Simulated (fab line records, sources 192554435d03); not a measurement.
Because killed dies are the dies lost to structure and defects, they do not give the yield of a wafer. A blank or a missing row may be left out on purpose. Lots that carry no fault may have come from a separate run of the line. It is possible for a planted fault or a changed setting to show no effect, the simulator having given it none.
fab line records	flow n5Finfet
record: lots: 8	wafers: 24	lastDay: 16
route steps=1938 shown DUMMY_GATE@240 SD_EPI_N@267 BEOL_M4@1111 PASSIVATION@1936
lots untouched by any fault: they come from a run of this same line in which no faults occurred
startH: the number of hours between the record's first day and the start of the first shown wafer of the lot	waitH: how many hours have passed since the lot's step before this one	" identical to the entry in the row above	L1.1+2: several wafers, shown together as one row	- either no value or no given start	* or withheld: withheld	< > ~ a bound
route shown NAME@n: a module of which the file shows steps, and the number in the route of the first	usual: mean and standard deviation over wafers with no fault	same: alike in all rows	chamber/n: place in a boat	sites: the reading at each site	_std_site: the standard deviation of these	_edge_site: outer sites' mean less inner sites'	radiusMm: how far each site lies from the wafer's centre	mask NAME#n: copy n	behind: the last tool/chamber to shape the wafer	hold: why the lot went on hold/how many hours it stayed there/how the hold came to an end	device: whichever transistor did not switch (one of n, p or np)	end of line: the tests these same wafers got at the end of their route	a step without rows: its recipe alone	killed: count of dies lost to structure and defects at first sort (not the wafer's yield)	map: shows each die of a wafer: x if killed, . if not, _ if none is there
set.NAME: the setting the step ran with; set.NAME@STEP: the setting that earlier step ran with	model.NAME: the simulator's own value behind a step, which no gauge read
one table for each step of the route and one row for each wafer, over a sample of lots
services: the hour from which a tool's chamber was out of use, counted from the record's first day as startH (under 0 if before that day), plus the number of hours and why
== steps ==
step: N5_DUMMY_GATE_TRIM_49
recipe: chemistry: O2	resist: SOC	timeS: 29	targetCdNm: 14	sourcePowerW: 300	biasPowerW: 0	O2_flow_sccm: 100	tempC: 20
usual: chamberPressureMTorr: 60.00/0.056	drypumpMotorCurrentA: 5.6/0.38	oesProductAu: 0.991/0.016	throttleValvePct: 8.11/0.18
same: timeS: 29
lot.wafer	tool	chamber	startH	waitH	chamberPressureMTorr	drypumpMotorCurrentA	oesProductAu	rfHoursCounterH	throttleValvePct
L950.1	rieSi-03	0	59.56	0.0	60.06	5.4	0.987	6	7.85
L950.2	"	1	"	"	60.00	5.3	0.990	196	8.00
L950.4	"	2	"	"	60.09	5.7	1.021	134	8.34
L953.3	rieSi-02	0	75.51	0.0	60.01	5.2	1.005	11	8.01
L953.4	"	3	"	"	60.04	5.5	0.974	180	8.36
L953.6	"	1	"	"	60.06	5.3	0.975	-	8.25
L958.2	rieSi-03	1	109.85	0.0	60.04	5.3	0.976	197	8.01
L958.4	"	0	"	"	59.92	5.4	1.009	8	7.84
L958.5	"	2	"	"	60.06	5.7	1.022	-	8.35
L959.1	rieSi-03	3	115.49	0.0	60.14	5.2	0.999	181	8.15
L959.3	"	2	"	"	59.99	5.7	1.035	135	8.34
L959.5	"	1	"	"	59.96	5.3	0.989	-	8.01
L962.1	rieSi-04	2	130.56	0.0	59.93	5.7	0.993	20	8.22
L962.4	"	1	"	"	60.01	6.3	1.020	85	8.28
L962.6	"	2	"	"	60.03	5.7	0.990	-	8.22
L963.1	rieSi-02	0	137.94	0.0	59.99	5.2	0.998	13	8.00
L963.5	"	0	"	"	59.98	5.2	0.995	-	8.01
L963.6	"	3	"	"	60.02	5.5	0.981	-	8.36
L965.2	rieSi-02	3	148.28	0.0	59.95	5.5	0.979	182	8.36
L965.5	"	2	"	"	60.03	6.4	0.990	-	8.01
L965.6	"	3	"	"	59.91	5.5	0.986	-	8.35
L968.1	rieSi-02	3	166.96	0.0	59.99	5.5	0.977	182	8.36
L968.5	"	0	"	"	60.03	5.2	0.996	-	8.01
L968.6	"	3	"	"	59.96	5.5	0.967	-	8.37
step: N5_DUMMY_GATE_HM_OPEN_21
recipe: chemistry: CH3F/O2	target: SiNx	targetDepthA: 1200	Ar_flow_sccm: 150	CH3F_flow_sccm: 30	O2_flow_sccm: 23	timeS: 171.4	pressureMtorr: 30	sourceW: 395	biasW: 73	ionEnergyEv: 120.7
usual: CH3F_flow_sccm: 30.00/0.088	chamberPressureMTorr: 29.999/0.024	drypumpMotorCurrentA: 5.7/0.41	mfcArSccm: 149.9/0.47	oes_f_703_au: 0.74/0.048	oesProductAu: 0.73/0.052	rfVppV: 298.6/2.8	showerheadPlenumPTorr: 2.01/0.061	throttleValvePct: 16.51/0.21
same: timeS: 171.4
lot.wafer	tool	chamber	startH	waitH	CH3F_flow_sccm	chamberPressureMTorr	drypumpMotorCurrentA	mfcArSccm	oes_f_703_au	oesProductAu	rfHoursCounterH	rfVppV	showerheadPlenumPTorr	throttleValvePct
L950.1	rieDiel-03	0	59.86	0.0	29.95	30.019	6.1	149.3	0.76	0.79	142	299.8	1.94	16.57
L950.2	"	2	"	"	29.93	30.027	6.2	150.1	0.76	0.76	130	297.6	1.95	16.40
L950.4	"	1	"	"	30.19	29.969	4.7	150.9	0.70	0.69	220	301.4	2.08	16.58
L953.3	rieDiel-02	3	75.95	0.0	30.06	30.038	6.3	149.8	0.70	0.70	227	302.7	2.08	16.31
L953.4	"	2	"	"	30.03	29.998	5.2	150.0	0.70	0.68	231	298.2	1.99	16.36
L953.6	"	3	"	"	30.06	30.011	6.3	150.1	0.69	0.70	-	301.4	2.08	16.31
L958.2	rieDiel-04	1	110.26	0.0	30.07	29.983	6.1	150.0	0.78	0.77	137	305.0	2.11	16.32
L958.4	"	2	"	"	29.92	29.944	5.7	149.0	0.70	0.68	228	296.6	2.00	16.69
L958.5	"	3	"	"	30.16	29.974	5.8	149.3	0.74	0.74	-	297.2	2.00	16.64
L959.1	rieDiel-02	3	115.77	0.0	29.95	29.999	6.3	149.6	0.69	0.68	237	301.1	2.07	16.31
L959.3	"	1	"	"	29.93	30.019	5.7	149.4	0.79	0.78	119	296.3	1.87	16.02
L959.5	"	1	"	"	29.89	30.043	5.7	150.8	0.79	0.78	-	295.2	1.87	16.03
L962.1	rieDiel-02	3	131.00	0.0	29.88	30.014	6.3	149.9	0.68	0.69	242	302.0	2.07	16.34
L962.4	"	3	"	"	30.02	29.999	6.3	149.8	0.68	0.69	-	301.4	2.07	16.34
L962.6	"	0	"	"	29.91	29.990	5.7	150.1	0.75	0.75	-	296.7	2.04	16.68
L963.1	rieDiel-02	0	138.23	0.0	29.97	29.993	5.7	149.1	0.75	0.76	130	296.4	2.04	16.68
L963.5	"	2	"	"	30.01	30.015	5.2	150.4	0.68	0.68	-	296.6	1.98	16.39
L963.6	"	3	"	"	30.00	30.026	6.2	149.5	0.68	0.69	-	300.9	2.07	16.35
L965.2	rieDiel-04	0	148.56	0.0	30.03	30.013	5.6	150.3	0.71	0.71	192	299.5	2.00	16.75
L965.5	"	0	"	"	30.02	30.053	5.6	149.9	0.71	0.71	-	299.8	2.00	16.76
L965.6	"	1	"	"	29.98	30.020	6.1	149.9	0.76	0.77	-	303.7	2.10	16.34
L968.1	rieDiel-03	0	167.27	0.0	29.95	29.984	6.1	149.2	0.74	0.76	173	300.1	1.93	16.64
L968.5	"	0	"	"	29.93	30.009	6.1	149.4	0.74	0.76	-	299.5	1.93	16.62
L968.6	"	3	"	"	29.93	29.999	6.2	150.7	0.81	0.80	-	294.1	1.96	16.45
step: N5_SD_EPI_N_EXPOSE_06
recipe: maskId: SD_N_BLK	na: 1.35	sourceShape: conventional	sigmaOuter: 0.8	polarization: unpolarized	targetCdNm: 120	doseMj: 39.75
usual: exposureDoseMJCm2: 39.74/0.038
same: na: 1.35
lot.wafer	tool	chamber	startH	waitH	mask	exposureDoseMJCm2
L950.1	arfiScanner-03	0	61.38	-	SD_N_BLK#0	39.79
L950.2	"	0	"	"	SD_N_BLK#0	39.71
L950.4	"	0	"	"	SD_N_BLK#0	39.76
L953.3	arfiScanner-01	0	78.32	-	SD_N_BLK#0	39.77
L953.4	"	0	"	"	SD_N_BLK#0	39.74
L953.6	"	0	"	"	SD_N_BLK#0	39.75
L958.2	arfiScanner-01	0	111.79	-	SD_N_BLK#0	35.55
L958.4	"	0	"	"	SD_N_BLK#0	35.55
L958.5	"	0	"	"	SD_N_BLK#0	35.61
L959.1	arfiScanner-01	0	117.17	-	SD_N_BLK#0	36.39
L959.3	"	0	"	"	SD_N_BLK#0	36.40
L959.5	"	0	"	"	SD_N_BLK#0	36.34
L962.1	arfiScanner-03	0	132.58	-	SD_N_BLK#0	39.76
L962.4	"	0	"	"	SD_N_BLK#0	39.73
L962.6	"	0	"	"	SD_N_BLK#0	39.68
L963.1	arfiScanner-02	0	140.01	-	SD_N_BLK#0	39.69
L963.5	"	0	"	"	SD_N_BLK#0	39.75
L963.6	"	0	"	"	SD_N_BLK#0	39.75
L965.2	arfiScanner-03	0	151.58	-	SD_N_BLK#0	39.77
L965.5	"	0	"	"	SD_N_BLK#0	39.69
L965.6	"	0	"	"	SD_N_BLK#0	39.71
L968.1	arfiScanner-02	0	169.05	-	SD_N_BLK#0	39.74
L968.5	"	0	"	"	SD_N_BLK#0	39.71
L968.6	"	0	"	"	SD_N_BLK#0	39.71
step: N5_SD_EPI_N_CD_MEAS_09
recipe: targetCdNm: 120	landingEnergyEv: 500	detector: seInlens
usual: cdNm: 120.0/0.61
lot.wafer	tool	chamber	startH	waitH	cdNm
L950.1	cdSem-01	0	61.51	-	118.3
L950.2	"	0	"	"	118.9
L950.4	"	0	"	"	118.8
L953.3	cdSem-01	0	78.43	-	120.0
L953.4	"	0	"	"	119.9
L953.6	"	0	"	"	120.2
L958.2	cdSem-02	0	111.91	-	113.2
L958.4	"	0	"	"	112.5
L958.5	"	0	"	"	112.8
L959.1	cdSem-01	0	117.30	-	113.5
L959.3	"	0	"	"	113.4
L959.5	"	0	"	"	114.1
L962.1	cdSem-01	0	132.70	-	120.4
L962.4	"	0	"	"	120.1
L962.6	"	0	"	"	119.6
L963.1	cdSem-02	0	140.14	-	119.6
L963.5	"	0	"	"	119.8
L963.6	"	0	"	"	119.3
L965.2	cdSem-02	0	151.70	-	119.8
L965.5	"	0	"	"	120.0
L965.6	"	0	"	"	120.1
L968.1	cdSem-02	0	169.17	-	119.9
L968.5	"	0	"	"	119.9
L968.6	"	0	"	"	119.5
step: N5_SD_EPI_N_DESCUM_14
recipe: chemistry: O2	timeS: 7.9	sourcePowerW: 50	biasPowerW: 20	pressureMtorr: 20	rfFrequencyHz: 2.712e+07	tempC: 40	resist: CAR-ArF-block	o2FlowSccm: 225
usual: chamberPressureMTorr: 20.003/0.019	drypumpMotorCurrentA: 5.6/0.43	oesProductAu: 0.81/0.093	rfVppV: 243.4/1.5	showerheadPlenumPTorr: 2.10/0.079	throttleValvePct: 20.45/0.27
same: timeS: 7.9
lot.wafer	tool	chamber	startH	waitH	chamberPressureMTorr	drypumpMotorCurrentA	oesProductAu	rfHoursCounterH	rfVppV	showerheadPlenumPTorr	throttleValvePct
L950.1	rieDiel-05	1	61.60	0.0	20.018	6.1	0.68	235	243.1	2.16	20.51
L950.2	"	3	"	"	20.020	4.9	0.70	248	241.0	1.97	20.62
L950.4	"	1	"	"	20.022	6.1	0.68	-	244.6	2.16	20.53
L953.3	rieDiel-01	1	78.52	0.0	20.001	5.6	0.73	189	243.6	2.08	20.51
L953.4	"	0	"	"	20.004	6.1	0.72	191	244.5	2.08	20.74
L953.6	"	3	"	"	19.978	5.4	0.85	-	242.0	2.04	19.99
L958.2	rieDiel-05	3	112.31	0.3	19.970	5.0	0.97	2	244.0	2.23	20.21
L958.4	"	0	"	"	20.005	5.5	0.92	-	242.6	2.04	20.11
L958.5	"	3	"	"	19.984	5.0	0.97	-	245.7	2.23	20.20
L959.1	rieDiel-05	3	117.38	0.0	19.981	5.0	0.96	5	244.8	2.23	20.21
L959.3	"	0	"	"	19.976	5.5	0.90	20	242.5	2.04	20.12
L959.5	"	2	"	"	20.024	5.6	0.90	-	243.3	2.03	20.52
L962.1	rieDiel-01	3	133.19	0.4	20.010	5.3	0.82	81	241.4	2.03	20.02
L962.4	"	2	"	"	20.018	5.3	0.79	100	242.4	2.03	20.28
L962.6	"	3	"	"	20.034	5.4	0.82	-	242.1	2.03	20.02
L963.1	rieDiel-05	3	140.31	0.1	20.027	5.0	0.93	14	246.2	2.23	20.22
L963.5	"	3	"	"	19.983	5.0	0.93	-	246.8	2.23	20.24
L963.6	"	0	"	"	20.037	5.5	0.90	-	242.7	2.04	20.08
L965.2	rieDiel-05	3	151.85	0.1	20.020	5.0	0.92	18	245.7	2.23	20.24
L965.5	"	3	"	"	19.992	5.0	0.91	-	246.9	2.23	20.25
L965.6	"	2	"	"	20.008	5.6	0.88	-	241.4	2.03	20.54
L968.1	rieDiel-06	1	169.26	0.0	20.023	6.2	0.88	38	245.8	2.23	20.55
L968.5	"	3	"	"	19.995	5.7	0.68	-	244.5	2.16	20.89
L968.6	"	0	"	"	20.018	4.8	0.84	-	245.6	2.21	20.58
step: N5_BEOL_M4_RC_MEAS_101
usual: DIBL_N: 35.7/1.3	DIBL_P: 35.4/1.8	IOFF_N: 0.152/0.027	IOFF_P: 0.20/0.034	ION_N: 672/9.8	ION_P: 461/7.5	SS_N: 71.4/0.55	SS_P: 73.1/0.61	VT_N: 251/3.3	VT_P: -251/3.6
lot.wafer	tool	chamber	startH	waitH	DIBL_N[mV/V]	DIBL_P[mV/V]	IOFF_N[nA/um]	IOFF_P[nA/um]	ION_N[uA/um]	ION_P[uA/um]	SS_N[mV/dec]	SS_P[mV/dec]	VT_N[mV]	VT_P[mV]
L950.1	prober-01	0	179.12	0.0	38.6	38.5	0.217	0.30	674	468	72.4	74.4	248	-244
L950.2	"	0	"	"	34.7	32.9	0.139	0.21	671	463	71.0	72.9	251	-249
L950.4	"	0	"	"	34.8	34.2	0.144	0.22	673	460	71.6	73.5	251	-248
L953.3	prober-02	0	194.45	0.3	35.6	36.1	0.174	0.24	679	472	71.7	73.4	247	-243
L953.4	"	0	"	"	38.0	39.5	0.237	0.32	694	484	72.4	73.6	243	-242
L953.6	"	0	"	"	37.0	37.8	0.203	0.27	691	481	71.8	73.5	243	-243
L958.2	prober-02	0	227.33	0.2	37.7	38.4	0.186	0.26	680	466	72.5	74.4	250	-245
L958.4	"	0	"	"	35.7	35.6	0.148	0.22	662	463	71.3	73.1	250	-248
L958.5	"	0	"	"	34.8	34.8	0.139	0.21	677	465	70.7	73.3	250	-248
L959.1	prober-02	0	236.93	0.0	37.6	35.4	0.182	0.22	679	466	71.1	72.9	245	-248
L959.3	"	0	"	"	37.1	35.1	0.195	0.23	686	469	70.6	73.9	244	-245
L959.5	"	0	"	"	36.1	34.5	0.168	0.21	684	468	70.3	73.2	244	-248
L963.1	prober-01	0	256.09	0.0	35.6	34.7	0.137	0.17	675	451	71.7	73.1	254	-254
L963.5	"	0	"	"	35.8	35.1	0.145	0.18	665	456	71.5	73.2	253	-256
L963.6	"	0	"	"	37.4	37.0	0.172	0.21	670	454	71.8	73.4	250	-251
L962.1	prober-01	0	260.59	0.0	36.5	35.6	0.155	0.21	667	460	71.5	73.4	252	-252
L962.4	"	0	"	"	36.3	37.1	0.163	0.23	668	465	71.2	72.8	250	-247
L962.6	"	0	"	"	35.8	35.7	0.149	0.20	663	460	71.9	72.5	250	-248
L965.2	prober-01	0	279.11	0.2	34.7	33.2	0.143	0.19	674	463	72.2	73.0	252	-249
L965.5	"	0	"	"	33.4	31.7	0.122	0.17	666	462	71.8	73.3	254	-251
L965.6	"	0	"	"	35.4	35.0	0.164	0.21	676	469	72.1	73.5	252	-249
L968.1	prober-02	0	281.59	0.6	33.4	34.1	0.116	0.15	656	451	71.0	72.4	256	-258
L968.5	"	0	"	"	33.5	33.9	0.108	0.15	649	445	70.8	72.5	258	-256
L968.6	"	0	"	"	36.0	36.6	0.151	0.18	663	452	71.3	73.1	251	-257
step: N5_PASSIVATION_PROBE_49
usual: defectLimitedYield: 91.5/1.3	killed_at_M0_to_M3: 33/11	killed_at_M4_up: 14/5.3	killedAtContacts: 11/6.3	killedAtFrontEnd: 38/10	killedAtOther: 3.7/2.8	killedDies: 101/16	killedOpen: 67/12	killedShort: 32/7.4	sort_bin_5_function: 5.0/0.86	sort_bin_6_memory: 3.2/0.69	sort_bin_8_speed: 0.00/0.007	sortNPass: 1079/16	sortYieldPct: 91.5/1.3
same: grossDies: 1180	killedAtBackSide: 0	sort_bin_4_leakage[%]: 0
lot.wafer	tool	chamber	startH	waitH	defectLimitedYield[%]	killed_at_M0_to_M3	killed_at_M4_up	killedAtContacts	killedAtFrontEnd	killedAtOther	killedDies	killedOpen	killedShort	sort_bin_5_function[%]	sort_bin_6_memory[%]	sort_bin_8_speed[%]	sortNPass	sortYieldPct[%]
L958.2	prober-02	-	333.15	0.1	90.9	22	11	12	61	1	107	73	33	4.8	4.0	0	1073	90.9
L958.4	prober-02	-	333.25	0.2	92.2	29	15	8	34	6	92	69	19	4.8	2.9	0	1088	92.2
L958.5	prober-02	-	333.30	0.2	90.8	25	21	11	46	5	108	77	28	5.3	3.5	0	1072	90.8
L963.1	prober-01	-	356.41	0.0	92.0	23	28	14	26	3	94	66	27	5.1	2.5	0	1086	92.0
L963.5	prober-01	-	356.61	0.2	93.3	28	10	6	31	4	79	60	18	4.1	2.5	0	1101	93.3
L963.6	prober-01	-	356.66	0.3	90.8	22	17	5	56	8	108	73	34	5.5	3.6	0	1072	90.8
L962.1	prober-01	-	364.95	0.0	91.4	34	30	6	27	4	101	75	23	4.8	3.6	0	1079	91.4
L962.4	prober-01	-	365.10	0.2	92.1	26	15	7	32	13	93	55	37	4.9	2.7	0	1087	92.1
L962.6	prober-01	-	365.20	0.3	91.9	21	8	14	38	15	96	64	32	4.2	3.6	0	1084	91.9
killed by level:class
L958.2 STI_FIN_REVEAL:geometricParticle:open=26 FIN_SAQP:geometricParticle:open=9 MOL_CONTACT_COAG:geometricParticle:open=8 STI_FIN_REVEAL:geometricParticle:short=6 GATE_CUT:geometricParticle:short=6 BEOL_M2:geometricParticle:open=6 BEOL_M7:geometricParticle:open=4 FIN_SAQP:geometricParticle:short=3
L958.4 STI_FIN_REVEAL:geometricParticle:open=14 BEOL_M2:geometricParticle:open=10 MOL_CONTACT_COAG:geometricParticle:open=7 BEOL_M4:geometricParticle:open=7 BEOL_M3:geometricParticle:open=4 GATE_CUT:geometricParticle:open=3 BEOL_M0_SAQP:geometricParticle:short=3 BEOL_M0_SAQP:geometricParticle:open=3
L958.5 BEOL_M4:geometricParticle:open=14 STI_FIN_REVEAL:geometricParticle:open=11 BEOL_M3:geometricParticle:open=9 MOL_CONTACT_COAG:geometricParticle:open=8 DUMMY_GATE:geometricParticle:open=6 FIN_SAQP:geometricParticle:short=5 GATE_CUT:geometricParticle:short=4 BEOL_M2:geometricParticle:open=4
L963.1 BEOL_M4:geometricParticle:open=12 MOL_CONTACT_COAG:geometricParticle:open=11 FIN_SAQP:geometricParticle:short=6 BEOL_M4:geometricParticle:short=6 FIN_SAQP:geometricParticle:open=5 BEOL_M0_SAQP:geometricParticle:open=5 BEOL_M0_SAQP:geometricParticle:short=5 BEOL_M5:geometricParticle:open=5
L963.5 STI_FIN_REVEAL:geometricParticle:open=9 BEOL_M2:geometricParticle:open=9 BEOL_M3:geometricParticle:open=7 MOL_CONTACT_COAG:geometricParticle:open=6 FIN_SAQP:geometricParticle:open=5 BEOL_M0_SAQP:geometricParticle:short=4 BEOL_M0_SAQP:geometricParticle:open=4 FIN_SAQP:geometricParticle:short=3
L963.6 FIN_SAQP:geometricParticle:open=14 STI_FIN_REVEAL:geometricParticle:open=11 FIN_SAQP:geometricParticle:short=8 BEOL_M3:geometricParticle:open=8 BEOL_M4:geometricParticle:open=6 MOL_CONTACT_COAG:geometricParticle:open=5 BEOL_M4:geometricParticle:short=5 MIM_TOP:geometricParticle:short=5
L962.1 BEOL_M4:geometricParticle:open=20 BEOL_M3:geometricParticle:open=9 MOL_CONTACT_COAG:geometricParticle:open=6 BEOL_M0:geometricParticle:open=6 STI_FIN_REVEAL:geometricParticle:open=4 FIN_SAQP:geometricParticle:open=3 FIN_SAQP:geometricParticle:short=3 DUMMY_GATE:geometricParticle:open=3
L962.4 BEOL_M1:geometricParticle:open=7 BEOL_M3:geometricParticle:open=7 MIM_BOT:geometricParticle:short=7 DUMMY_GATE:geometricParticle:open=6 GATE_CUT:geometricParticle:open=5 FIN_SAQP:geometricParticle:short=4 MOL_CONTACT_COAG:geometricParticle:open=4 BEOL_M4:geometricParticle:open=4
L962.6 MOL_CONTACT_COAG:geometricParticle:open=8 BEOL_M2:geometricParticle:open=8 MIM_BOT:geometricParticle:open=7 MOL_CONTACT_COAG:geometricParticle:short=6 STI_FIN_REVEAL:geometricParticle:open=5 GATE_CUT:geometricParticle:open=5 FIN_SAQP:geometricParticle:open=4 DUMMY_GATE:geometricParticle:open=4
== services ==
tool	chamber	startH	hours	kind
rieDiel-01	1	43.00	9.0	repair
rieDiel-01	-	44.60	4.5	repair
arfiScanner-03	-	48.47	1.3	pm
arfiScanner-01	-	52.67	1.0	pm
arfiScanner-01	-	54.69	16.0	pm
arfiScanner-03	-	58.82	0.4	repair
rieSi-02	-	61.49	0.4	repair
rieDiel-03	1	63.21	7.4	repair
rieSi-04	-	66.26	0.5	repair
rieSi-02	-	67.08	0.9	repair
arfiScanner-03	-	71.91	1.0	pm
arfiScanner-03	-	74.02	0.3	repair
rieDiel-05	3	77.97	4.6	repair
arfiScanner-02	-	86.98	1.3	pm
arfiScanner-02	-	110.39	3.1	pm
rieDiel-02	1	128.59	14.5	repair
arfiScanner-01	-	129.68	4.9	pm
arfiScanner-03	-	139.65	0.8	pm
arfiScanner-01	-	149.42	0.5	repair
arfiScanner-01	-	154.57	1.3	pm
rieSi-03	-	156.26	0.4	repair
arfiScanner-02	-	157.58	0.8	pm
arfiScanner-03	-	163.99	0.4	repair
arfiScanner-01	-	165.04	1.0	pm
== key ==
firstSign: step: N5_SD_EPI_N_EXPOSE_06	reading: exposureDoseMJCm2	direction: down	sigmas: 99	usual: 39.74	struck: 35.97
effect: step: N5_SD_EPI_N_CD_MEAS_09	reading: cdNm	direction: down	sigmas: 11	usual: 120.0	struck: 113.2	through: controlLoop
metAt N5_SD_EPI_N_EXPOSE_06
struckLots L958,L959
rowsEnd L959.1,L959.3,L959.5
loopTrim: step: N5_SD_EPI_N_EXPOSE_06	setting: dose	lots: L959
notActingAt N5_DUMMY_GATE_TRIM_49,N5_DUMMY_GATE_HM_OPEN_21,N5_SD_EPI_N_DESCUM_14
onsetBetween 78.32 111.79
fault: kind: processParameterDrift	tool: arfiScanner-01	chamber: -	onsetH: 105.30	steps: N5_SD_EPI_N_EXPOSE_06	channel: doseMj	offset: -4.1609	shape: step	actsIn: theseRecipesOnly	stated: 39.75
rowsEnd: these wafers met a further fault down the route, and their rows from its step on are left out
loopTrim: a control loop set the setting to another value than it would have without faults
